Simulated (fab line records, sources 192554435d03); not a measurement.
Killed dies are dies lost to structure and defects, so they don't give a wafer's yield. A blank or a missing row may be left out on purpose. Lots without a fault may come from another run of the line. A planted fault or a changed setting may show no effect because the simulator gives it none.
fab line records | flow n5_finfet
record lots=24 wafers=72 last_day=17
route steps=1938 shown BEOL_M5@1135 BEOL_M6@1196
lots that met no fault: from a run of the same line without faults
start_h: hours from the record's first day to the start of the lot's first wafer shown | wait_h: hours since the lot's step before | " the same as in the row above | L1.1+2: a row that stands for several wafers | - no value, or no start given | * or withheld: withheld | < > ~ a bound
route shown NAME@n: a module of which the file shows steps, and the number in the route of the first | usual: mean/standard deviation of fault-free wafers | same: alike in all rows | chamber/n: place in a boat | sites: the reading at each site | _std_site: their standard deviation | _edge_site: outer sites' mean less inner sites' | radius_mm: how far each site lies from the wafer's centre | mask NAME#n: copy n | behind: the tool/chamber that last shaped the wafer | hold: why the lot was held/for how many hours/how that ended | device: the transistor (n, p or np) that didn't switch | end of line: the same wafers' tests at the end of the route | a step without rows: its recipe alone | killed: dies lost to structure and defects at the first sort, not the wafer's yield | map: a wafer's dies, x killed, . not, _ none there
set.NAME: the setting as run; set.NAME@STEP: as run at that earlier step | model.NAME: the simulator's own value behind a step, which no gauge read
steps of the route over a sample of lots; a table a step, a row a wafer
services: from which hour (start_h, from the record's first day; less than 0 if before it) a tool's chamber was out of use, for how many hours, and why
## steps
# step N5_BEOL_M5_STRIP_64
# recipe chemistry=CF4 resist=SiARC power_w=300 bias_power_w=75 pressure_mtorr=50 cf4_flow_sccm=150 rf_frequency_hz=6e+07
# usual cf4_flow_sccm=150.1/0.45 drypump_motor_current_A=5.6/0.48 oes_product_au=0.75/0.052 rf_vpp_V=271.5/1.8 showerhead_plenum_p_Torr=1.81/0.07 throttle_valve_pct=13.69/0.19
# columns lot.wafer tool chamber start_h wait_h cf4_flow_sccm drypump_motor_current_A oes_product_au rf_hours_counter_h rf_vpp_V showerhead_plenum_p_Torr throttle_valve_pct
L074.1 rie_diel-03 3 173.48 0.0 150.4 5.8 0.76 107 272.8 1.87 13.59
L074.2 " 2 " " 150.0 6.4 0.74 154 273.1 1.86 13.45
L074.4 " 0 " " 149.5 5.3 0.73 177 271.4 1.80 13.96
L075.1 rie_diel-02 1 180.79 0.0 150.2 4.9 0.71 203 268.4 1.70 13.36
L075.3 " 2 " " 149.8 6.1 0.76 111 269.1 1.67 13.83
L075.4 " 0 " " 149.5 5.3 0.73 168 270.6 1.78 13.75
L076.2 rie_diel-03 0 188.18 0.0 149.8 5.3 0.73 181 272.0 1.80 13.97
L076.3 " 2 " " 150.1 6.4 0.74 158 272.5 1.86 13.46
L076.5 " 1 " " 149.9 5.2 0.73 - 272.0 1.79 13.79
L077.2 rie_diel-02 1 200.05 0.0 150.7 4.9 0.71 208 271.4 1.70 13.36
L077.5 " 0 " " 150.2 5.3 0.72 - 271.6 1.77 13.76
L077.6 " 3 " " 148.6 5.6 0.84 - 276.0 1.88 13.44
L081.1 rie_diel-01 2 205.48 0.0 149.8 4.8 0.90 25 273.6 1.88 13.36
L081.5 " 0 " " 150.4 6.2 0.71 - 271.9 1.86 13.81
L081.6 " 3 " " 149.2 5.2 0.74 - 271.3 1.77 13.75
L079.1 rie_diel-03 0 207.01 0.0 149.8 5.3 0.73 185 271.1 1.80 13.98
L079.3 " 1 " " 150.2 5.2 0.72 161 269.3 1.79 13.80
L079.4 " 2 " " 150.8 6.4 0.73 163 272.2 1.86 13.47
L080.3 rie_diel-01 0 207.20 0.0 150.0 6.1 0.70 196 270.6 1.86 13.81
L080.4 " 1 " " 150.4 5.8 0.84 45 274.9 1.90 13.68
L080.5 " 1 " " 149.4 5.8 0.84 - 272.8 1.90 13.69
L078.1 rie_diel-01 0 207.87 0.0 150.7 6.2 0.71 196 272.7 1.86 13.82
L078.5 " 0 " " 150.0 6.2 0.71 - 272.1 1.86 13.82
L078.6 " 3 " " 150.0 5.2 0.74 - 271.1 1.77 13.76
L082.3 rie_diel-03 1 208.52 0.0 150.0 5.2 0.72 161 271.6 1.79 13.78
L082.4 " 2 " " 149.6 6.4 0.73 163 273.0 1.86 13.47
L082.6 " 2 " " 149.3 6.4 0.73 - 273.5 1.86 13.48
L083.2 rie_diel-03 0 223.14 0.0 150.5 5.3 0.72 187 271.5 1.80 13.98
L083.4 " 3 " " 150.7 5.9 0.76 120 272.9 1.87 13.62
L083.5 " 0 " " 150.7 5.3 0.73 - 270.3 1.80 13.98
L084.2 rie_diel-02 2 229.26 0.0 150.4 6.1 0.76 124 266.8 1.66 13.86
L084.5 " 0 " " 150.2 5.3 0.72 - 270.8 1.77 13.78
L084.6 " 3 " " 150.3 5.6 0.84 - 272.9 1.88 13.47
L085.2 rie_diel-02 1 248.22 0.0 149.7 4.9 0.70 223 269.2 1.70 13.40
L085.3 " 2 " " 150.1 6.1 0.75 131 267.9 1.66 13.87
L085.4 " 3 " " 149.8 5.6 0.82 74 273.9 1.88 13.47
L087.4 rie_diel-02 3 248.49 0.0 150.6 5.6 0.83 74 272.4 1.88 13.48
L087.5 " 0 " " 150.3 5.3 0.71 - 270.0 1.77 13.79
L087.6 " 1 " " 150.9 4.9 0.70 - 269.8 1.70 13.40
L086.1 rie_diel-02 2 257.66 0.0 150.3 6.1 0.75 134 268.6 1.66 13.87
L086.3 " 3 " " 149.8 5.6 0.82 78 275.5 1.88 13.48
L086.4 " 1 " " 149.8 4.9 0.69 225 268.8 1.70 13.40
L089.1 rie_diel-03 0 261.46 0.0 150.6 5.3 0.72 200 272.2 1.79 14.00
L089.3 " 1 " " 149.2 5.2 0.71 178 268.8 1.78 13.83
L089.4 " 2 " " 149.6 6.4 0.71 180 273.5 1.85 13.52
L091.2 rie_diel-01 0 264.58 0.0 150.5 6.2 0.69 213 273.9 1.86 13.86
L091.3 " 3 " " 150.0 5.2 0.73 181 271.5 1.77 13.81
L091.5 " 3 " " 149.4 5.2 0.72 - 270.3 1.77 13.78
L088.3 rie_diel-02 0 265.15 0.0 149.9 5.3 0.71 194 270.2 1.77 13.81
L088.5 " 0 " " 149.7 5.3 0.71 - 270.9 1.77 13.80
L088.6 " 1 " " 150.7 4.9 0.70 - 269.0 1.70 13.41
L090.1 rie_diel-03 0 267.49 0.0 149.4 5.3 0.71 202 271.3 1.79 14.04
L090.4 " 3 " " 149.8 5.8 0.75 134 272.7 1.86 13.65
L090.6 " 3 " " 150.0 5.8 0.74 - 272.3 1.86 13.67
L093.3 rie_diel-01 1 278.90 0.0 150.7 5.8 0.81 66 273.0 1.89 13.74
L093.4 " 2 " " 150.2 4.8 0.86 46 272.6 1.88 13.38
L093.5 " 0 " " 150.3 6.2 0.69 - 271.8 1.86 13.86
L092.4 rie_diel-03 3 290.84 0.0 149.4 5.8 0.73 141 273.0 1.86 13.69
L092.5 " 2 " " 149.5 6.4 0.72 - 272.1 1.85 13.52
L092.6 " 1 " " 149.9 5.2 0.71 - 269.7 1.78 13.84
L094.1 rie_diel-02 1 298.81 0.0 150.0 4.9 0.69 239 268.9 1.69 13.46
L094.4 " 2 " " 150.2 6.0 0.74 146 268.2 1.66 13.89
L094.6 " 3 " " 150.6 5.6 0.81 - 274.0 1.87 13.51
L096.1 rie_diel-03 3 313.14 0.0 150.2 5.8 0.74 147 272.6 1.86 13.69
L096.3 " 1 " " 150.7 5.2 0.69 193 270.4 1.78 13.87
L096.5 " 0 " " 150.0 5.3 0.70 - 269.4 1.79 14.03
L095.1 rie_diel-02 3 313.46 0.0 149.8 5.6 0.81 95 273.5 1.87 13.51
L095.3 " 1 " " 149.8 4.9 0.68 243 266.4 1.69 13.45
L095.4 " 2 " " 149.8 6.0 0.74 151 268.2 1.66 13.92
L097.3 rie_diel-01 0 317.18 0.0 149.9 6.2 0.68 228 273.1 1.86 13.90
L097.4 " 3 " " 150.1 5.2 0.71 196 270.2 1.77 13.81
L097.6 " 2 " " 150.2 4.8 0.84 - 272.8 1.87 13.43
# step N5_BEOL_M5_STRIP_36
# recipe chemistry=N2/H2 power_w=450 temp_c=40 pressure_mtorr=20 rf_frequency_hz=6e+07 overash_fraction=0.3 bias_power_w=7 h2_frac=0.5 n2_flow_sccm=200 h2_flow_sccm=200
# usual drypump_motor_current_A=5.5/0.48 oes_product_au=0.76/0.056 rf_vpp_V=59.1/1.4 showerhead_plenum_p_Torr=2.54/0.12 temp_c=40.00/0.12 throttle_valve_pct=23.7/0.3
# columns lot.wafer tool chamber start_h wait_h drypump_motor_current_A oes_product_au rf_hours_counter_h rf_vpp_V showerhead_plenum_p_Torr temp_c throttle_valve_pct
L074.1 rie_diel-03 2 175.46 0.0 6.4 0.74 154 59.4 2.65 39.93 23.5
L074.2 " 3 " " 5.8 0.78 107 57.1 2.67 39.92 23.7
L074.4 " 0 " " 5.3 0.74 177 58.7 2.52 39.98 23.6
L075.1 rie_diel-02 2 181.88 0.0 6.0 0.78 111 57.1 2.33 39.89 23.9
L075.3 " 3 " " 5.6 0.87 54 59.1 2.67 39.77 23.4
L075.4 " 1 " " 4.9 0.70 203 60.2 2.40 40.14 23.2
L076.2 rie_diel-03 3 190.58 0.0 5.9 0.78 111 59.2 2.67 39.84 23.7
L076.3 " 0 " " 5.3 0.75 181 58.3 2.51 40.08 23.6
L076.5 " 0 " " 5.3 0.74 - 59.7 2.51 39.97 23.6
L077.2 rie_diel-02 1 202.81 0.0 4.9 0.69 208 58.5 2.40 40.12 23.2
L077.5 " 3 " " 5.6 0.85 - 59.0 2.67 40.19 23.4
L077.6 " 2 " " 6.0 0.78 - 59.0 2.33 40.02 23.9
L081.1 rie_diel-03 0 206.50 0.0 5.3 0.73 185 60.8 2.51 39.99 23.6
L081.5 " 0 " " 5.3 0.73 - 61.2 2.51 40.08 23.6
L081.6 " 1 " " 5.2 0.73 - 58.5 2.53 39.98 24.0
L079.1 rie_diel-03 1 209.93 0.0 5.2 0.73 162 59.0 2.52 39.95 24.0
L079.3 " 0 " " 5.3 0.73 186 57.5 2.51 40.32 23.7
L079.4 " 2 " " 6.5 0.75 164 60.9 2.65 39.71 23.6
L080.3 rie_diel-01 2 210.22 0.0 4.8 0.90 27 60.2 2.70 40.24 23.6
L080.4 " 0 " " 6.2 0.69 197 59.1 2.64 40.08 23.9
L080.5 " 2 " " 4.8 0.92 - 59.2 2.70 40.02 23.6
L078.1 rie_diel-03 1 210.31 0.0 5.2 0.74 162 56.4 2.52 40.03 24.0
L078.5 " 1 " " 5.2 0.73 - 57.9 2.53 39.95 24.0
L078.6 " 2 " " 6.4 0.74 - 61.8 2.65 39.84 23.6
L082.3 rie_diel-02 0 215.54 0.0 5.3 0.72 178 58.2 2.54 39.95 24.1
L082.4 " 3 " " 5.6 0.84 63 57.9 2.67 39.99 23.4
L082.6 " 0 " " 5.3 0.73 - 58.5 2.54 39.82 24.1
L083.2 rie_diel-02 1 224.15 0.0 4.9 0.70 214 59.3 2.40 40.04 23.2
L083.4 " 3 " " 5.6 0.84 66 61.8 2.67 39.99 23.4
L083.5 " 3 " " 5.6 0.85 - 60.0 2.67 39.95 23.4
L084.2 rie_diel-02 1 230.33 0.0 4.9 0.69 216 58.3 2.40 39.94 23.2
L084.5 " 2 " " 6.1 0.77 - 59.9 2.33 40.07 23.9
L084.6 " 1 " " 4.9 0.69 - 59.9 2.40 39.94 23.2
L085.2 rie_diel-03 0 251.56 0.0 5.3 0.74 197 59.8 2.51 40.24 23.7
L085.3 " 3 " " 5.8 0.78 129 59.8 2.66 39.79 23.8
L085.4 " 1 " " 5.2 0.72 176 59.7 2.52 40.03 24.0
L087.4 rie_diel-02 3 251.82 0.0 5.6 0.81 76 59.7 2.66 39.98 23.4
L087.5 " 3 " " 5.6 0.82 - 61.2 2.66 39.98 23.4
L087.6 " 2 " " 6.1 0.77 - 59.7 2.33 40.03 23.9
L086.1 rie_diel-02 2 260.30 0.0 6.1 0.77 135 58.0 2.33 40.02 23.9
L086.3 " 3 " " 5.6 0.82 78 60.4 2.66 39.98 23.4
L086.4 " 1 " " 4.9 0.69 226 60.0 2.39 39.83 23.2
L089.1 rie_diel-02 0 263.79 0.0 5.3 0.72 194 61.6 2.54 40.12 24.2
L089.3 " 2 " " 6.1 0.76 136 56.7 2.33 39.86 23.9
L089.4 " 3 " " 5.6 0.82 79 58.3 2.66 39.79 23.4
L091.2 rie_diel-02 0 265.77 0.0 5.3 0.72 195 59.4 2.54 40.08 24.2
L091.3 " 2 " " 6.1 0.76 137 56.6 2.32 40.08 23.9
L091.5 " 0 " " 5.3 0.72 - 59.0 2.54 39.91 24.2
L088.3 rie_diel-03 2 266.23 0.0 6.5 0.73 181 60.9 2.64 39.91 23.6
L088.5 " 2 " " 6.4 0.72 - 59.2 2.64 40.02 23.6
L088.6 " 3 " " 5.9 0.74 - 59.5 2.66 40.10 23.8
L090.1 rie_diel-01 2 270.57 0.0 4.8 0.89 44 59.6 2.69 40.06 23.6
L090.4 " 0 " " 6.2 0.68 215 62.3 2.63 40.33 23.9
L090.6 " 3 " " 5.2 0.74 - 58.1 2.52 39.99 23.9
L093.3 rie_diel-01 1 280.17 0.0 5.8 0.81 67 60.3 2.70 40.09 24.1
L093.4 " 2 " " 4.8 0.89 46 61.3 2.69 40.11 23.6
L093.5 " 2 " " 4.8 0.89 - 59.6 2.69 40.11 23.6
L092.4 rie_diel-02 3 291.74 0.0 5.6 0.80 88 58.6 2.66 39.99 23.4
L092.5 " 1 " " 4.9 0.68 - 60.0 2.39 39.85 23.2
L092.6 " 0 " " 5.3 0.72 - 58.6 2.53 40.10 24.2
L094.1 rie_diel-01 3 299.71 0.0 5.2 0.72 190 60.5 2.52 40.13 23.9
L094.4 " 2 " " 4.8 0.87 51 60.9 2.69 39.82 23.6
L094.6 " 3 " " 5.2 0.73 - 59.9 2.52 40.08 23.8
L096.1 rie_diel-02 1 315.39 0.0 4.9 0.67 244 59.3 2.39 40.24 23.2
L096.3 " 3 " " 5.6 0.82 96 57.0 2.65 40.07 23.5
L096.5 " 1 " " 4.9 0.67 - 57.2 2.39 40.10 23.2
L095.1 rie_diel-03 0 315.80 0.0 5.3 0.71 216 58.6 2.50 39.82 23.7
L095.3 " 3 " " 5.8 0.73 148 59.8 2.65 39.84 23.8
L095.4 " 1 " " 5.2 0.71 194 60.1 2.51 39.91 24.1
L097.3 rie_diel-02 0 319.68 0.0 5.3 0.70 213 60.7 2.53 39.99 24.2
L097.4 " 2 " " 6.1 0.75 153 57.9 2.32 40.02 23.9
L097.6 " 0 " " 5.3 0.70 - 59.2 2.53 39.99 24.2
# step N5_BEOL_M5_ANNEAL_82
# recipe temp_c=400 time_s=1800 ambient=vacuum
# usual heater_power_w=868/56
# columns lot.wafer tool chamber start_h wait_h heater_power_w
L074.1 pvd_sputter-03 - 178.05 0.0 830
L074.2 " - " " 885
L074.4 " - " " 1002
L075.1 pvd_sputter-01 - 185.02 0.0 852
L075.3 " - " " 909
L075.4 " - " " 792
L076.2 pvd_sputter-01 - 193.32 0.0 824
L076.3 " - " " 905
L076.5 " - " " 786
L077.2 pvd_sputter-02 - 205.81 0.0 944
L077.5 " - " " 869
L077.6 " - " " 930
L081.1 pvd_sputter-03 - 209.24 0.0 817
L081.5 " - " " 817
L081.6 " - " " 1005
L079.1 pvd_sputter-01 - 212.67 0.0 792
L079.3 " - " " 815
L079.4 " - " " 867
L080.3 pvd_sputter-02 - 212.83 0.0 845
L080.4 " - " " 888
L080.5 " - " " 892
L078.1 pvd_sputter-03 - 214.15 0.0 832
L078.5 " - " " 822
L078.6 " - " " 841
L082.3 pvd_sputter-02 - 218.31 0.0 907
L082.4 " - " " 875
L082.6 " - " " 902
L083.2 pvd_sputter-01 - 227.20 0.0 909
L083.4 " - " " 847
L083.5 " - " " 871
L084.2 pvd_sputter-02 - 234.22 0.0 884
L084.5 " - " " 963
L084.6 " - " " 865
L085.2 pvd_sputter-01 - 254.07 0.0 857
L085.3 " - " " 791
L085.4 " - " " 805
L087.4 pvd_sputter-02 - 254.56 0.0 876
L087.5 " - " " 889
L087.6 " - " " 891
L086.1 pvd_sputter-03 - 263.25 0.0 836
L086.3 " - " " 827
L086.4 " - " " 859
L089.1 pvd_sputter-02 - 267.01 0.0 865
L089.3 " - " " 898
L089.4 " - " " 869
L091.2 pvd_sputter-03 - 268.95 0.0 986
L091.3 " - " " 831
L091.5 " - " " 995
L088.3 pvd_sputter-01 - 271.02 0.0 800
L088.5 " - " " 897
L088.6 " - " " 867
L090.1 pvd_sputter-02 - 273.61 0.0 832
L090.4 " - " " 875
L090.6 " - " " 852
L093.3 pvd_sputter-01 - 284.24 0.0 868
L093.4 " - " " 862
L093.5 " - " " 819
L092.4 pvd_sputter-03 - 295.96 0.0 871
L092.5 " - " " 804
L092.6 " - " " 877
L094.1 pvd_sputter-03 - 302.80 0.0 832
L094.4 " - " " 988
L094.6 " - " " 827
L096.1 pvd_sputter-01 - 317.93 0.0 791
L096.3 " - " " 867
L096.5 " - " " 814
L095.1 pvd_sputter-03 - 318.61 0.0 983
L095.3 " - " " 883
L095.4 " - " " 808
L097.3 pvd_sputter-01 - 322.53 0.0 813
L097.4 " - " " 869
L097.6 " - " " 825
# step N5_BEOL_M5_SPUTTER_88
# recipe material=Cu target_thk_a=150 temp_c=-20 chamber_pressure_pa=0.07 power_w=withheld time_s=27.62
# usual throttle_valve_pct=30.5/1.1
# columns lot.wafer tool chamber start_h wait_h throttle_valve_pct
L074.1 pvd_sputter-03 - 180.14 0.5 28.8
L074.2 " - " " 30.7
L074.4 " - " " 29.0
L075.1 pvd_sputter-01 - 187.11 0.5 32.9
L075.3 " - " " 30.0
L075.4 " - " " 30.4
L076.2 pvd_sputter-01 - 195.42 0.5 31.4
L076.3 " - " " 30.0
L076.5 " - " " 31.6
L077.2 pvd_sputter-02 - 207.91 0.5 29.8
L077.5 " - " " 30.6
L077.6 " - " " 29.7
L081.1 pvd_sputter-03 - 211.34 0.5 31.1
L081.5 " - " " 30.8
L081.6 " - " " 28.8
L079.1 pvd_sputter-01 - 214.77 0.5 30.5
L079.3 " - " " 31.3
L079.4 " - " " 32.9
L080.3 pvd_sputter-02 - 214.92 0.5 30.5
L080.4 " - " " 30.4
L080.5 " - " " 30.5
L078.1 pvd_sputter-03 - 216.24 0.5 28.5
L078.5 " - " " 31.2
L078.6 " - " " 30.6
L082.3 pvd_sputter-02 - 220.41 0.5 30.3
L082.4 " - " " 31.1
L082.6 " - " " 30.3
L083.2 pvd_sputter-01 - 229.29 0.5 30.3
L083.4 " - " " 33.0
L083.5 " - " " 32.7
L084.2 pvd_sputter-02 - 236.31 0.5 30.8
L084.5 " - " " 29.6
L084.6 " - " " 30.4
L085.2 pvd_sputter-01 - 256.16 0.5 32.9
L085.3 " - " " 31.0
L085.4 " - " " 30.2
L087.4 pvd_sputter-02 - 256.65 0.5 30.4
L087.5 " - " " 30.9
L087.6 " - " " 30.4
L086.1 pvd_sputter-03 - 265.34 0.5 28.6
L086.3 " - " " 31.1
L086.4 " - " " 30.5
L089.1 pvd_sputter-02 - 269.10 0.5 30.3
L089.3 " - " " 30.4
L089.4 " - " " 30.8
L091.2 pvd_sputter-03 - 271.05 0.5 29.0
L091.3 " - " " 31.0
L091.5 " - " " 28.9
L088.3 pvd_sputter-01 - 273.11 0.5 30.2
L088.5 " - " " 30.2
L088.6 " - " " 32.8
L090.1 pvd_sputter-02 - 275.71 0.5 30.4
L090.4 " - " " 31.1
L090.6 " - " " 30.7
L093.3 pvd_sputter-01 - 286.33 0.5 30.1
L093.4 " - " " 32.9
L093.5 " - " " 31.4
L092.4 pvd_sputter-03 - 298.05 0.5 30.4
L092.5 " - " " 31.1
L092.6 " - " " 30.7
L094.1 pvd_sputter-03 - 304.90 0.5 28.6
L094.4 " - " " 28.9
L094.6 " - " " 31.0
L096.1 pvd_sputter-01 - 320.02 0.5 30.3
L096.3 " - " " 32.9
L096.5 " - " " 31.1
L095.1 pvd_sputter-03 - 320.70 0.5 29.1
L095.3 " - " " 30.4
L095.4 " - " " 31.2
L097.3 pvd_sputter-01 - 324.63 0.5 31.4
L097.4 " - " " 32.8
L097.6 " - " " 31.2
# step N5_BEOL_M6_THK_MEAS_01
# recipe reads=SiCOH_lowk_of_BEOL_M6_ILD_DEP_00
# usual M6_ILD_THK=155.0/2
# columns lot.wafer tool chamber start_h wait_h M6_ILD_THK[nm]
L074.1 film_metro-01 - 182.92 0.4 156.7
L074.2 " - " " 156.0
L074.4 " - " " 159.1
L075.1 film_metro-02 - 189.99 0.4 152.8
L075.3 " - " " 150.8
L075.4 " - " " 154.9
L076.2 film_metro-02 - 198.48 0.4 152.5
L076.3 " - " " 156.1
L076.5 " - " " 156.4
L077.2 film_metro-02 - 210.77 0.4 151.4
L077.5 " - " " 152.8
L077.6 " - " " 154.5
L081.1 film_metro-02 - 214.14 0.4 155.0
L081.5 " - " " 159.9
L081.6 " - " " 155.2
L079.1 film_metro-02 - 217.60 0.4 152.1
L079.3 " - " " 152.7
L079.4 " - " " 155.9
L080.3 film_metro-01 - 217.80 0.3 155.4
L080.4 " - " " 155.5
L080.5 " - " " 155.4
L078.1 film_metro-02 - 219.25 0.4 153.6
L078.5 " - " " 156.8
L078.6 " - " " 154.2
L082.3 film_metro-01 - 223.19 0.3 153.0
L082.4 " - " " 154.6
L082.6 " - " " 158.3
L083.2 film_metro-01 - 232.61 0.4 151.6
L083.4 " - " " 154.9
L083.5 " - " " 154.5
L084.2 film_metro-02 - 239.10 0.4 152.5
L084.5 " - " " 159.1
L084.6 " - " " 154.7
L085.2 film_metro-02 - 259.43 0.7 153.9
L085.3 " - " " 152.7
L085.4 " - " " 156.4
L087.4 film_metro-02 - 259.44 0.2 157.7
L087.5 " - " " 156.5
L087.6 " - " " 156.7
L086.1 film_metro-02 - 268.69 0.4 156.8
L086.3 " - " " 155.4
L086.4 " - " " 155.2
L089.1 film_metro-01 - 271.88 0.4 154.8
L089.3 " - " " 155.5
L089.4 " - " " 157.2
L091.2 film_metro-01 - 274.31 0.7 153.3
L091.3 " - " " 155.4
L091.5 " - " " 156.5
L090.1 film_metro-02 - 279.32 0.8 154.6
L090.4 " - " " 156.4
L090.6 " - " " 155.6
L088.3 film_metro-02 - 279.90 0.3 153.5
L088.5 " - " " 157.4
L088.6 " - " " 155.4
L093.3 film_metro-01 - 289.12 0.3 152.6
L093.4 " - " " 156.2
L093.5 " - " " 155.6
L092.4 film_metro-01 - 301.19 0.2 157.4
L092.5 " - " " 158.3
L092.6 " - " " 155.7
L094.1 film_metro-01 - 307.92 0.4 149.8
L094.4 " - " " 153.2
L094.6 " - " " 153.5
L096.1 film_metro-02 - 323.31 0.8 150.9
L096.3 " - " " 155.6
L096.5 " - " " 153.7
L095.1 film_metro-01 - 323.50 0.4 155.5
L095.3 " - " " 154.5
L095.4 " - " " 155.2
L097.3 film_metro-01 - 327.41 0.3 156.2
L097.4 " - " " 157.9
L097.6 " - " " 155.9
# step N5_BEOL_M6_HM_DEP_02
# recipe material=TiN target_thk_a=200 temp_c=25 chamber_pressure_pa=0.49996
# usual throttle_valve_pct=30.5/1
# columns lot.wafer tool chamber start_h wait_h throttle_valve_pct
L074.1 pvd_sputter-02 - 183.06 0.1 31.0
L074.2 " - " " 30.3
L074.4 " - " " 30.4
L075.1 pvd_sputter-02 - 191.27 1.2 30.1
L075.3 " - " " 29.7
L075.4 " - " " 30.8
L076.2 pvd_sputter-02 - 199.32 0.8 30.8
L076.3 " - " " 30.5
L076.5 " - " " 30.3
L077.2 pvd_sputter-01 - 211.16 0.3 31.4
L077.5 " - " " 31.2
L077.6 " - " " 30.4
L081.1 pvd_sputter-01 - 216.29 2.1 30.1
L081.5 " - " " 30.2
L081.6 " - " " 33.0
L079.1 pvd_sputter-03 - 218.71 1.1 31.2
L079.3 " - " " 28.7
L079.4 " - " " 28.7
L080.3 pvd_sputter-03 - 218.81 0.9 28.5
L080.4 " - " " 30.4
L080.5 " - " " 28.4
L078.1 pvd_sputter-01 - 219.43 0.1 31.3
L078.5 " - " " 30.4
L078.6 " - " " 30.3
L082.3 pvd_sputter-02 - 224.61 1.4 30.7
L082.4 " - " " 30.6
L082.6 " - " " 30.5
L083.2 pvd_sputter-01 - 233.76 1.1 30.2
L083.4 " - " " 30.1
L083.5 " - " " 30.1
L084.2 pvd_sputter-02 - 240.42 1.3 30.3
L084.5 " - " " 29.7
L084.6 " - " " 30.4
L085.2 pvd_sputter-01 - 260.57 1.1 30.4
L085.3 " - " " 31.3
L085.4 " - " " 30.0
L087.4 pvd_sputter-02 - 260.64 1.1 30.9
L087.5 " - " " 29.7
L087.6 " - " " 30.1
L086.1 pvd_sputter-02 - 270.75 2.0 30.4
L086.3 " - " " 30.8
L086.4 " - " " 29.5
L089.1 pvd_sputter-02 - 272.35 0.4 30.5
L089.3 " - " " 30.4
L089.4 " - " " 30.0
L091.2 pvd_sputter-03 - 274.83 0.5 29.0
L091.3 " - " " 30.4
L091.5 " - " " 28.6
L090.1 pvd_sputter-01 - 279.99 0.6 31.4
L090.4 " - " " 32.9
L090.6 " - " " 30.1
L088.3 pvd_sputter-03 - 281.99 2.0 28.7
L088.5 " - " " 28.7
L088.6 " - " " 29.0
L093.3 pvd_sputter-01 - 290.32 1.1 30.3
L093.4 " - " " 30.2
L093.5 " - " " 31.3
L092.4 pvd_sputter-01 - 302.06 0.8 29.9
L092.5 " - " " 30.2
L092.6 " - " " 31.4
L094.1 pvd_sputter-02 - 309.07 1.1 30.9
L094.4 " - " " 30.6
L094.6 " - " " 29.7
L096.1 pvd_sputter-02 - 324.42 1.1 30.4
L096.3 " - " " 30.1
L096.5 " - " " 30.6
L095.1 pvd_sputter-02 - 324.56 1.0 30.1
L095.3 " - " " 30.9
L095.4 " - " " 30.5
L097.3 pvd_sputter-03 - 328.07 0.6 31.1
L097.4 " - " " 29.0
L097.6 " - " " 28.8
## services
# columns tool chamber start_h hours kind
rie_diel-03 2 153.41 8.3 repair
rie_diel-03 1 168.76 2.7 repair
rie_diel-01 1 178.44 15.9 repair
rie_diel-03 0 215.28 6.4 repair
pvd_sputter-02 - 238.19 1.5 repair
rie_diel-01 - 250.99 1.8 repair
pvd_sputter-02 - 285.64 5.0 repair
rie_diel-02 2 286.38 3.2 repair
rie_diel-03 3 322.36 15.4 repair
## key
fault none
